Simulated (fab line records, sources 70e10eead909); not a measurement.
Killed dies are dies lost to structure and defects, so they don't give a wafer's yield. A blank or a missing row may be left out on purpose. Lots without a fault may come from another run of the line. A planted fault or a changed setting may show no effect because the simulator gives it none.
fab line records | flow nand_harc
record lots=7 wafers=21 last_day=34
route steps=1302 shown P_CONTACT@217 END@1302
lots that met no fault: from a run of the same line without faults
start_h: hours from the record's first day to the start of the lot's first wafer shown | wait_h: hours since the lot's step before | " the same as in the row above | L1.1+2: a row that stands for several wafers | - no value, or no start given | * or withheld: withheld | < > ~ a bound
route shown NAME@n: a module of which the file shows steps, and the number in the route of the first | usual: mean/standard deviation of fault-free wafers | same: alike in all rows | chamber/n: place in a boat | sites: the reading at each site | _std_site: their standard deviation | _edge_site: outer sites' mean less inner sites' | radius_mm: how far each site lies from the wafer's centre | mask NAME#n: copy n | behind: the tool/chamber that last shaped the wafer | hold: why the lot was held/for how many hours/how that ended | device: the transistor (n, p or np) that didn't switch | end of line: the same wafers' tests at the end of the route | a step without rows: its recipe alone | killed: dies lost to structure and defects at the first sort, not the wafer's yield | map: a wafer's dies, x killed, . not, _ none there
set.NAME: the setting as run; set.NAME@STEP: as run at that earlier step | model.NAME: the simulator's own value behind a step, which no gauge read
lots at some steps of the route; a table a step, a row a wafer
services: from which hour (start_h, from the record's first day; less than 0 if before it) a tool's chamber was out of use, for how many hours, and why
## steps
# step NHARC_P_CONTACT_DEP_30
# recipe target_thk_a=300 temp_c=400 target_thk_nm=30 flow_sccm=200 rf_w=450 material=SiNx
# step NHARC_P_CONTACT_DEP_00
# recipe target_thk_a=5000 temp_c=400 pressure_torr=6.5 rf_w=900 teos_flow_sccm=161.4 flow_sccm=2650 target_thk_nm=500 gas=O2 material=SiO2
# usual heater_power_w=619/89 throttle_valve_pct=16.0/0.54
# columns lot.wafer tool chamber start_h wait_h heater_power_w throttle_valve_pct
L929.1 pecvd-04 0 - - 597 16.0
L929.4 " 2 " " 695 15.8
L929.6 " 0 " " 629 16.0
L930.1 pecvd-01 2 - - 529 17.1
L930.6 " 2 " " 558 17.2
L930.5 " 0 " " 510 15.8
L936.2 pecvd-01 2 - - 479 17.1
L936.4 " 2 " " 501 17.1
L936.5 " 0 " " 557 15.9
L938.3 pecvd-01 2 - - 562 17.4
L938.1 " 0 " " 465 16.3
L938.4 " 0 " " 508 15.9
L937.1 pecvd-04 0 - - 691 15.9
L937.4 " 0 " " 700 15.9
L937.6 " 1 " " 624 16.0
L945.2 pecvd-04 2 - - 653 16.1
L945.5 " 0 " " 665 16.3
L945.6 " 2 " " 669 15.7
L946.3 pecvd-02 2 - - 750 15.4
L946.6 " 1 " " 540 15.5
L946.4 " 2 " " 776 15.6
# step NHARC_P_CONTACT_CMP_01
# recipe target_thk_nm=200 material=SiO2
# usual motor_current_A=11.6/1.2 slurry_filter_dp_kPa=13.49/0.14
# columns lot.wafer tool chamber start_h wait_h motor_current_A slurry_filter_dp_kPa
L929.1 cmp-03 1 184.50 - 10.8 13.48
L929.4 " 2 " " 11.7 13.65
L929.6 " 3 " " 10.6 13.57
L930.1 cmp-03 1 185.00 - 11.4 13.71
L930.5 " 3 " " 10.6 13.53
L930.6 " 0 " " 11.0 13.59
L936.4 cmp-02 0 250.67 - 13.1 13.36
L936.2 " 2 " " 12.2 13.54
L936.5 " 0 " " 13.3 13.58
L938.4 cmp-03 0 265.66 - 11.1 13.44
L938.1 " 2 " " 10.6 13.58
L938.3 " 3 " " 10.4 13.67
L937.1 cmp-01 2 268.52 - 9.9 13.59
L937.4 " 1 " " 13.5 13.67
L937.6 " 3 " " 14.5 13.49
L945.2 cmp-02 1 334.57 - 11.7 13.64
L945.5 " 3 " " 12.3 13.73
L945.6 " 0 " " 13.9 13.62
L946.3 cmp-02 3 342.25 - 11.9 13.46
L946.4 " 0 " " 13.9 13.49
L946.6 " 3 " " 12.2 13.50
# step NHARC_P_CONTACT_SRD_03
# step NHARC_P_CONTACT_DEHYDRATE_04
# recipe temp_c=150 time_s=120
# step NHARC_P_CONTACT_HMDS_05
# recipe time_s=30
# step NHARC_P_CONTACT_COAT_33
# recipe temp_c=260 time_s=75
# step NHARC_P_CONTACT_COAT_34
# recipe temp_c=225 time_s=65
# step NHARC_P_CONTACT_COAT_06
# recipe spin_rpm=1500 resist_thk_nm=90
# step NHARC_P_CONTACT_SOFTBAKE_07
# recipe temp_c=105 time_s=55
# step NHARC_P_CONTACT_EBR_08
# step NHARC_P_CONTACT_EXPOSE_09
# recipe na=1.35 target_cd_nm=90 dose_mj=81.26 mask_id=P_CA
# usual exposure_dose_mJ_cm2=81.26/0.18
# columns lot.wafer tool chamber start_h wait_h mask exposure_dose_mJ_cm2
L929.1 arfi_scanner-03 0 185.02 - P_CA#0 81.13
L929.4 " 0 " " P_CA#0 81.10
L929.6 " 0 " " P_CA#0 81.11
L930.1 arfi_scanner-02 0 185.64 - P_CA#0 81.48
L930.5 " 0 " " P_CA#0 81.41
L930.6 " 0 " " P_CA#0 81.55
L936.2 arfi_scanner-02 0 251.24 - P_CA#0 88.42
L936.4 " 0 " " P_CA#0 88.41
L936.5 " 0 " " P_CA#0 88.40
L938.1 arfi_scanner-02 0 266.23 - P_CA#0 87.01
L938.3 " 0 " " P_CA#0 86.99
L938.4 " 0 " " P_CA#0 87.06
L937.1 arfi_scanner-02 0 269.09 - P_CA#0 85.95
L937.4 " 0 " " P_CA#0 85.98
L937.6 " 0 " " P_CA#0 85.76
L945.2 arfi_scanner-03 0 335.09 - P_CA#0 81.12
L945.5 " 0 " " P_CA#0 81.02
L945.6 " 0 " " P_CA#0 80.99
L946.3 arfi_scanner-01 0 342.92 - P_CA#0 81.35
L946.4 " 0 " " P_CA#0 81.28
L946.6 " 0 " " P_CA#0 81.27
# step NHARC_P_CONTACT_PEB_10
# recipe peb_temp_c=100 peb_time_s=65
# step NHARC_P_CONTACT_DEVELOP_11
# recipe develop_time_s=35 dev_temp_c=23
# step NHARC_P_CONTACT_CD_MEAS_12
# recipe target_cd_nm=90 landing_energy_ev=500
# usual cd_nm=90.3/0.71
# columns lot.wafer tool chamber start_h wait_h cd_nm
L929.1 cd_sem-03 0 185.16 - 90.7
L929.4 " 0 " " 89.9
L929.6 " 0 " " 90.9
L930.1 cd_sem-01 0 185.78 - 91.8
L930.5 " 0 " " 91.0
L930.6 " 0 " " 90.2
L936.2 cd_sem-03 0 251.38 - 94.8
L936.4 " 0 " " 96.4
L936.5 " 0 " " 95.2
L938.1 cd_sem-03 0 266.37 - 94.0
L938.3 " 0 " " 94.6
L938.4 " 0 " " 93.3
L937.1 cd_sem-02 0 269.23 - 92.2
L937.4 " 0 " " 93.0
L937.6 " 0 " " 93.6
L945.2 cd_sem-01 0 335.23 - 89.4
L945.5 " 0 " " 89.9
L945.6 " 0 " " 89.6
L946.3 cd_sem-01 0 343.06 - 89.8
L946.4 " 0 " " 89.3
L946.6 " 0 " " 90.2
# step NHARC_P_CONTACT_OVL_MEAS_13
# usual overlay_x_nm=-0.3/1 overlay_y_nm=-0.1/0.63
# columns lot.wafer tool chamber start_h wait_h overlay_x_nm overlay_y_nm
L929.1 overlay-02 - 185.25 - 0.9 0.1
L929.4 " - " " 1.1 -0.2
L929.6 " - " " 1.4 0.5
L930.1 overlay-01 - 185.87 - 1.4 -0.2
L930.5 " - " " 1.2 -0.7
L930.6 " - " " 1.8 -0.4
L936.2 overlay-01 - 251.46 - 0.2 -0.3
L936.4 " - " " 0.5 -1.2
L936.5 " - " " 0.7 -0.9
L938.1 overlay-02 - 266.46 - -0.6 -0.4
L938.3 " - " " 0.0 -0.3
L938.4 " - " " -0.1 0.2
L937.1 overlay-02 - 269.32 - -0.6 1.1
L937.4 " - " " -0.6 0.4
L937.6 " - " " -0.5 0.6
L945.2 overlay-02 - 335.31 - -0.4 -1.6
L945.5 " - " " -0.2 -0.6
L945.6 " - " " 0.0 -0.9
L946.3 overlay-02 - 343.14 - -2.2 -0.6
L946.4 " - " " -1.1 0.0
L946.6 " - " " -1.7 -0.7
# step NHARC_P_CONTACT_INSPECT_14
# usual raw_defect_count=4.3/2.6
# columns lot.wafer tool chamber start_h wait_h raw_defect_count
L929.1 defect_inspect-02 - 185.29 0.0 2
L929.4 " - " " 3
L929.6 " - " " 1
L930.1 defect_inspect-02 - 185.91 0.0 1
L930.5 " - " " 3
L930.6 " - " " 2
L936.2 defect_inspect-02 - 251.50 0.0 6
L936.4 " - " " 4
L936.5 " - " " 8
L938.1 defect_inspect-02 - 266.49 0.0 9
L938.3 " - " " 7
L938.4 " - " " 5
L937.1 defect_inspect-02 - 269.35 0.0 2
L937.4 " - " " 2
L937.6 " - " " 3
L945.2 defect_inspect-02 - 335.35 0.0 2
L945.5 " - " " 5
L945.6 " - " " 11
L946.3 defect_inspect-02 - 343.18 0.0 1
L946.4 " - " " 3
L946.6 " - " " 2
# step NHARC_P_CONTACT_DESCUM_17
# recipe time_s=3 o2_flow_sccm=200 ar_flow_sccm=0 bias_power_w=0 chemistry=O2
# usual drypump_motor_current_A=5.9/0.52 oes_product_au=1.000/0.0097 rf_vpp_V=58.0/0.96 showerhead_plenum_p_Torr=1.92/0.085 throttle_valve_pct=11.313/0.0097
# columns lot.wafer tool chamber start_h wait_h drypump_motor_current_A oes_product_au rf_hours_counter_h rf_vpp_V showerhead_plenum_p_Torr throttle_valve_pct model.P_CONTACT.cd_nm
L929.1 rie_diel-08 3 185.35 0.1 6.6 1.015 4.4 59.6 1.86 11.320 90.56
L929.4 " 1 " " 6.0 1.011 4.4 57.9 1.98 11.340 89.54
L929.6 " 0 " " 6.1 1.003 - 55.8 1.81 11.298 90.7
L930.1 rie_diel-07 3 185.99 0.1 5.8 1.010 4.2 58.6 1.82 11.316 91.51
L930.6 " 1 " " 6.5 0.996 - 59.0 2.05 11.314 90.69
L930.5 " 2 " " 5.7 0.996 - 56.6 1.89 11.308 90.14
L936.2 rie_diel-04 3 251.57 0.1 6.2 1.000 2.3 59.1 1.90 11.319 95.56
L936.4 " 2 " " 5.8 0.991 - 56.1 2.01 11.308 96.21
L936.5 " 3 " " 6.1 0.996 - 57.5 1.91 11.316 95.65
L938.3 rie_diel-04 3 266.56 0.1 6.1 0.987 2.8 58.1 1.91 11.311 94.68
L938.1 " 1 " " 6.4 1.013 0.6 56.6 1.99 11.316 93.88
L938.4 " 1 " " 6.4 1.016 - 58.1 1.99 11.298 92.9
L937.1 rie_diel-08 0 269.42 0.1 6.1 1.007 1.3 57.8 1.81 11.309 91.64
L937.4 " 1 " " 6.0 0.998 1.1 57.3 1.98 11.313 93.37
L937.6 " 3 " " 6.6 1.011 - 57.5 1.86 11.310 93.72
L945.2 rie_diel-04 3 335.41 0.1 6.1 0.983 4.6 57.8 1.90 11.322 89.24
L945.6 " 3 " " 6.1 0.994 - 57.0 1.90 11.324 89.41
L945.5 " 0 " " 5.6 1.005 - 59.3 1.96 11.311 90.43
L946.4 rie_diel-07 1 343.24 0.1 6.5 0.993 1.7 60.2 2.05 11.309 89.6
L946.3 " 3 " " 5.8 0.999 1.9 56.7 1.82 11.300 89.56
L946.6 " 1 " " 6.5 0.999 - 57.8 2.05 11.306 89.87
# step NHARC_P_CONTACT_ETCH_35
# recipe target_depth_a=390 over_etch_frac=0.3 time_s=65 ion_energy_ev=80 cf4_flow_sccm=150 ar_flow_sccm=0 rf_w=300 bias_w=100 chemistry=CF4
# usual drypump_motor_current_A=5.9/0.49 oes_product_au=0.999/0.011 rf_vpp_V=151.3/1.3 showerhead_plenum_p_Torr=1.77/0.071 throttle_valve_pct=13.284/0.0099
# same over_etch_frac=0.3
# columns lot.wafer tool chamber start_h wait_h drypump_motor_current_A oes_product_au rf_hours_counter_h rf_vpp_V showerhead_plenum_p_Torr throttle_valve_pct
L929.1 rie_diel-08 2 185.44 0.1 4.7 0.977 2.1 151.7 1.86 13.282
L929.4 " 3 " " 6.6 1.009 4.4 149.8 1.72 13.287
L929.6 " 1 " " 6.0 0.999 - 151.9 1.82 13.271
L930.1 rie_diel-07 3 186.06 0.1 5.8 0.989 4.2 152.0 1.69 13.272
L930.6 " 2 " " 5.8 0.986 - 151.8 1.74 13.271
L930.5 " 3 " " 5.8 0.994 - 149.7 1.69 13.282
L936.2 rie_diel-04 2 251.67 0.1 5.9 0.994 2.2 150.5 1.85 13.275
L936.4 " 0 " " 5.6 0.999 - 151.2 1.81 13.284
L936.5 " 2 " " 5.8 0.987 - 151.5 1.85 13.293
L938.1 rie_diel-04 3 266.66 0.1 6.1 1.004 2.8 152.2 1.76 13.282
L938.3 " 1 " " 6.4 1.001 0.6 152.0 1.84 13.291
L938.4 " 3 " " 6.1 0.983 - 151.4 1.76 13.272
L937.4 rie_diel-08 1 269.51 0.1 5.9 0.994 1.2 153.5 1.82 13.284
L937.1 " 2 " " 4.8 1.008 1.2 152.3 1.86 13.281
L937.6 " 3 " " 6.6 1.004 - 150.0 1.72 13.282
L945.2 rie_diel-04 1 335.51 0.1 6.4 0.998 2.6 152.0 1.83 13.283
L945.5 " 3 " " 6.1 0.984 - 151.5 1.76 13.288
L945.6 " 0 " " 5.6 1.005 - 150.9 1.81 13.283
L946.4 rie_diel-07 3 343.33 0.1 5.8 1.000 1.9 151.5 1.69 13.283
L946.3 " 0 " " 5.2 1.003 1.9 151.2 1.68 13.295
L946.6 " 2 " " 5.7 0.968 - 150.1 1.74 13.294
# step NHARC_P_CONTACT_ETCH_36
# recipe target_depth_a=2600 over_etch_frac=0.25 time_s=406.25 ion_energy_ev=200 n2_flow_sccm=150 h2_flow_sccm=150 ar_flow_sccm=0 rf_w=400 bias_w=150 chemistry=N2/H2
# usual drypump_motor_current_A=5.9/0.51 n2_flow_sccm=150.0/0.45 oes_product_au=1.000/0.01 rf_vpp_V=430.6/2.7 showerhead_plenum_p_Torr=2.05/0.091 throttle_valve_pct=14.171/0.0094
# same over_etch_frac=0.25
# columns lot.wafer tool chamber start_h wait_h drypump_motor_current_A n2_flow_sccm oes_product_au rf_hours_counter_h rf_vpp_V showerhead_plenum_p_Torr throttle_valve_pct
L929.4 rie_diel-08 2 - - 4.7 150.5 0.987 2.2 431.3 2.16 14.177
L929.1 " 3 " " 6.6 149.6 1.019 4.4 429.0 1.98 14.168
L929.6 " 1 " " 5.9 149.7 0.998 - 434.4 2.11 14.170
L930.1 rie_diel-07 1 - - 6.5 150.5 0.999 4.1 435.6 2.19 14.174
L930.6 " 3 " " 5.8 149.9 1.000 - 427.3 1.94 14.168
L930.5 " 0 " " 5.3 150.1 1.007 - 427.8 1.93 14.173
L936.2 rie_diel-04 3 - - 6.1 149.9 0.993 2.3 428.9 2.03 14.176
L936.5 " 2 " " 5.9 151.0 0.987 - 432.7 2.15 14.165
L936.4 " 0 " " 5.6 150.5 1.003 - 432.2 2.09 14.172
L938.1 rie_diel-04 3 - - 6.1 149.4 0.983 2.9 431.0 2.03 14.153
L938.3 " 1 " " 6.4 149.9 1.013 0.7 432.4 2.13 14.171
L938.4 " 3 " " 6.2 149.9 0.976 - 429.4 2.03 14.169
L937.4 rie_diel-08 3 - - 6.6 150.0 1.019 1.5 429.3 1.98 14.180
L937.1 " 2 " " 4.7 150.0 1.003 1.3 433.2 2.16 14.182
L937.6 " 0 " " 6.0 149.3 1.007 - 427.3 1.92 14.168
L945.2 rie_diel-04 1 - - 6.4 150.0 1.007 2.7 433.7 2.13 14.153
L945.6 " 3 " " 6.1 149.0 0.997 - 430.3 2.03 14.180
L945.5 " 0 " " 5.6 150.6 0.994 - 432.7 2.09 14.156
L946.3 rie_diel-07 0 - - 5.2 149.7 1.003 2.0 426.4 1.93 14.181
L946.4 " 2 " " 5.8 150.2 0.975 1.7 430.1 2.01 14.171
L946.6 " 1 " " 6.5 150.2 0.993 - 436.1 2.18 14.184
# step NHARC_P_CONTACT_ETCH_18
# recipe target_depth_a=4810 time_s=240.5 c4f8_flow_sccm=20 o2_flow_sccm=10 ar_flow_sccm=withheld rf_w=600 bias_w=1500 chemistry=C4F8/O2/Ar
# usual oes_product_au=0.958/0.02 rf_vpp_V=978/5.7
# columns lot.wafer tool chamber start_h wait_h oes_product_au rf_hours_counter_h rf_vpp_V
L929.4 rie_diel-08 3 - - 0.966 4.5 975
L929.1 " 0 " " 0.972 3.4 970
L929.6 " 0 " " 0.968 - 971
L930.1 rie_diel-07 3 - - 0.977 4.5 973
L930.5 " 3 " " 0.974 - 971
L930.6 " 0 " " 0.979 - 972
L936.2 rie_diel-04 3 - - 0.952 2.6 978
L936.5 " 2 " " 0.954 - 985
L936.4 " 0 " " 0.963 - 981
L938.1 rie_diel-04 2 - - 0.952 3.1 985
L938.3 " 3 " " 0.936 3.1 980
L938.4 " 3 " " 0.943 - 977
L937.1 rie_diel-08 1 - - 0.975 1.3 982
L937.4 " 2 " " 0.973 1.4 986
L937.6 " 1 " " 0.970 - 982
L945.2 rie_diel-04 0 - - 0.923 4.3 981
L945.5 " 3 " " 0.916 - 977
L945.6 " 0 " " 0.927 - 980
L946.3 rie_diel-07 2 - - 0.955 1.8 974
L946.4 " 0 " " 0.967 2.2 971
L946.6 " 2 " " 0.948 - 977
# step NHARC_P_CONTACT_STRIP_37
# recipe c4f8_flow_sccm=withheld o2_flow_sccm=8 ar_flow_sccm=withheld bias_w=0 chemistry=C4F8/O2/Ar
# step NHARC_P_CONTACT_ETCH_31
# recipe target_depth_a=300 time_s=85.7 ion_energy_ev=120 over_etch_frac=1 ch3f_flow_sccm=50 o2_flow_sccm=30 ar_flow_sccm=200 rf_w=500 bias_w=100 chemistry=CH3F/O2
# usual drypump_motor_current_A=5.9/0.47 oes_product_au=0.976/0.014 rf_vpp_V=244.7/1.7 showerhead_plenum_p_Torr=2.47/0.1 throttle_valve_pct=20.662/0.0093
# same over_etch_frac=1
# columns lot.wafer tool chamber start_h wait_h drypump_motor_current_A oes_product_au rf_hours_counter_h rf_vpp_V showerhead_plenum_p_Torr throttle_valve_pct model.P_CONTACT.cd_nm
L929.4 rie_diel-08 2 - - 4.7 0.973 2.5 244.7 2.59 20.675 90.6
L929.1 " 3 " " 6.6 0.989 4.6 243.3 2.39 20.657 92.68
L929.6 " 1 " " 6.0 0.999 - 245.5 2.54 20.649 92.29
L930.1 rie_diel-07 2 - - 5.8 0.971 4.8 244.3 2.42 20.669 90.26
L930.6 " 2 " " 5.8 0.969 - 243.6 2.42 20.667 90.24
L930.5 " 3 " " 5.8 0.997 - 242.6 2.34 20.659 87.27
L936.2 rie_diel-04 2 - - 5.9 0.965 2.6 246.7 2.58 20.658 95.66
L936.5 " 2 " " 5.9 0.966 - 245.2 2.58 20.638 94.7
L936.4 " 0 " " 5.6 0.975 - 244.0 2.51 20.647 94.78
L938.1 rie_diel-04 1 - - 6.5 0.990 1.0 246.1 2.56 20.672 94.47
L938.3 " 3 " " 6.1 0.967 3.2 245.3 2.45 20.667 93.17
L938.4 " 1 " " 6.4 0.986 - 246.5 2.56 20.672 93.87
L937.4 rie_diel-08 1 - - 5.9 0.982 1.4 245.8 2.54 20.675 94.68
L937.1 " 2 " " 4.8 0.974 1.5 246.3 2.59 20.656 93.89
L937.6 " 2 " " 4.8 0.975 - 245.5 2.59 20.675 92.75
L945.2 rie_diel-04 3 - - 6.2 0.953 5.0 245.0 2.45 20.663 89.2
L945.5 " 2 " " 5.8 0.937 - 247.2 2.58 20.651 91.64
L945.6 " 3 " " 6.2 0.956 - 243.7 2.45 20.658 89.26
L946.3 rie_diel-07 1 - - 6.5 0.972 2.0 244.6 2.62 20.648 90.09
L946.4 " 0 " " 5.2 0.978 2.3 242.5 2.34 20.662 90.01
L946.6 " 1 " " 6.5 0.973 - 246.2 2.62 20.681 90.56
# step NHARC_P_CONTACT_CD_MEAS_19
# usual cd_nm=90.0/1.4
# columns lot.wafer tool chamber start_h wait_h cd_nm
L929.1 cd_sem-03 - 186.21 - 92.5
L929.4 " - " " 90.6
L929.6 " - " " 92.1
L930.1 cd_sem-01 - 186.84 - 90.4
L930.5 " - " " 87.2
L930.6 " - " " 90.2
L936.2 cd_sem-01 - 252.59 - 95.7
L936.4 " - " " 94.9
L936.5 " - " " 94.4
L938.1 cd_sem-02 - 267.58 - 94.9
L938.3 " - " " 93.3
L938.4 " - " " 94.0
L937.1 cd_sem-02 - 270.29 - 93.7
L937.4 " - " " 94.6
L937.6 " - " " 92.9
L945.2 cd_sem-01 - 336.28 - 89.6
L945.5 " - " " 91.8
L945.6 " - " " 89.4
L946.3 cd_sem-01 - 344.11 - 89.9
L946.4 " - " " 90.0
L946.6 " - " " 90.8
# step NHARC_END_SORT_01
# recipe temp_c=25
# usual killed_at_array=59/24 killed_at_other=0.7/1.2 killed_at_periphery=3.5/2.6 killed_dies=63/24 killed_open=3.2/2.1 killed_short=2.4/1.5
# same gross_dies=677
# columns lot.wafer tool chamber start_h wait_h killed_at_array killed_at_other killed_at_periphery killed_dies killed_open killed_short
L938.1 prober-01 0 707.84 2.5 49 0 7 56 2 4
L938.3 prober-01 0 709.46 3.1 37 0 8 45 5 3
L938.4 prober-01 0 710.27 3.4 53 0 3 56 1 3
L937.1 prober-02 0 707.85 2.5 50 0 4 54 5 3
L937.4 prober-02 0 710.28 3.4 45 1 0 46 2 1
L937.6 prober-02 0 711.91 4.1 45 0 1 46 3 2
# killed by level:class
L938.1 A_CHANNEL_HOLE_D2:chamber_film_flake=24 A_CONTACT:chamber_film_flake=9 A_SLIT:chamber_film_flake=4 A_CHANNEL_HOLE_D1:chamber_film_flake=3 A_ONON_D1:geometric_particle:short=2 P_STI:chamber_film_flake=2 P_GATE:chamber_film_flake=2 P_M2:chamber_film_flake=2
L937.1 A_CHANNEL_HOLE_D1:chamber_film_flake=35 A_SLIT:chamber_film_flake=4 A_ZERO_WELL:chamber_film_flake=3 A_ONON_D1:geometric_particle:open=2 P_CONTACT:geometric_particle:short=1 P_M0:geometric_particle:open=1 P_M2:geometric_particle:open=1 A_ONON_D1:geometric_particle:short=1
L938.3 A_CHANNEL_HOLE_D2:chamber_film_flake=18 A_CHANNEL_HOLE_D1:chamber_film_flake=4 P_GATE:chamber_film_flake=3 A_ZERO_WELL:chamber_film_flake=3 A_M0:geometric_particle:open=2 P_ZERO_WELL:chamber_film_flake=2 A_SLIT:chamber_film_flake=2 A_CONTACT:chamber_film_flake=2
L938.4 A_CHANNEL_HOLE_D2:chamber_film_flake=27 A_CONTACT:chamber_film_flake=9 A_STAIRCASE:chamber_film_flake=4 A_CHANNEL_HOLE_D1:chamber_film_flake=3 A_SLIT:chamber_film_flake=3 A_CHANNEL_HOLE_D1:geometric_particle:short=1 A_CHANNEL_FILL_D1:geometric_particle:short=1 A_CHANNEL_FILL_D2:geometric_particle:open=1
L937.4 A_CHANNEL_HOLE_D1:chamber_film_flake=30 A_ZERO_WELL:chamber_film_flake=3 A_STAIRCASE:chamber_film_flake=3 A_SLIT:chamber_film_flake=3 A_CONTACT:chamber_film_flake=2 A_SOURCE_PLATE:geometric_particle:short=1 A_ONON_D2:geometric_particle:open=1 A_CONTACT:geometric_particle:open=1
L937.6 A_CHANNEL_HOLE_D1:chamber_film_flake=32 A_SLIT:chamber_film_flake=4 A_ONON_D1:geometric_particle:short=1 A_CHANNEL_FILL_D2:geometric_particle:short=1 A_SGD_CUT:geometric_particle:open=1 A_CONTACT:geometric_particle:open=1 A_M0:geometric_particle:open=1 P_M2:chamber_film_flake=1
## services
# columns tool chamber start_h hours kind
cmp-03 - 162.00 4.0 pm
pecvd-04 - 164.04 1.7 repair
cmp-03 - 167.05 1.7 repair
rie_diel-04 - 177.90 9.0 pm
rie_diel-08 - 190.80 9.0 pm
rie_diel-04 1 198.84 58.3 repair
pecvd-04 1 216.23 4.5 repair
cmp-02 - 223.10 3.2 repair
rie_diel-07 1 231.36 6.3 repair
rie_diel-07 1 238.83 4.8 repair
cmp-02 - 239.89 4.0 pm
pecvd-04 - 255.44 1.1 repair
cmp-03 - 260.00 4.0 pm
rie_diel-04 0 261.35 9.3 repair
cmp-03 - 267.00 2.3 repair
pecvd-04 - 269.35 13.0 pm
rie_diel-07 2 274.64 3.6 repair
arfi_scanner-02 - 286.70 3.3 repair
cmp-03 - 287.55 0.4 repair
arfi_scanner-02 - 291.82 0.4 repair
rie_diel-07 - 294.20 9.0 pm
rie_diel-08 2 309.89 3.1 repair
arfi_scanner-02 - 309.92 0.2 repair
arfi_scanner-02 - 312.00 4.0 pm
## key
first_sign step=NHARC_P_CONTACT_EXPOSE_09 reading=exposure_dose_mJ_cm2 direction=up sigmas=32 usual=81.26 struck=87.11
effect step=NHARC_P_CONTACT_CD_MEAS_12 reading=cd_nm direction=up sigmas=5.4 usual=90.3 struck=94.1 through=control_loop
effect step=NHARC_P_CONTACT_CD_MEAS_19 reading=cd_nm direction=up sigmas=3 usual=90.0 struck=94.3 through=control_loop
model_effect step=NHARC_P_CONTACT_DESCUM_17 value=P_CONTACT.cd_nm without=90.01 struck=94.18
model_effect step=NHARC_P_CONTACT_ETCH_31 value=P_CONTACT.cd_nm without=90.05 struck=94.22
met_at NHARC_P_CONTACT_EXPOSE_09
struck_wafers L936.2,L936.4,L936.5,L937.1,L937.4,L937.6,L938.1,L938.3,L938.4
tester_left_out L936,L937,L938
loop_trim step=NHARC_P_CONTACT_EXPOSE_09 setting=dose lots=L937,L938
onset_between 185.64 251.24
fault kind=process_parameter_drift tool=arfi_scanner-02 chamber=- onset_h=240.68 steps=NHARC_P_CONTACT_EXPOSE_09 channel=dose_mj offset=6.9741 shape=step acts_in=these_recipes_only stated=81.26
# tester_left_out: of these lots the tester's yield and bins aren't shown, on N5 and GAA mostly nor the transistor test; their killed dies are dies lost to structure and defects alone, not to doping, threshold or leakage, so they don't give the yield
# loop_trim: a control loop set the setting to another value than it would have without faults
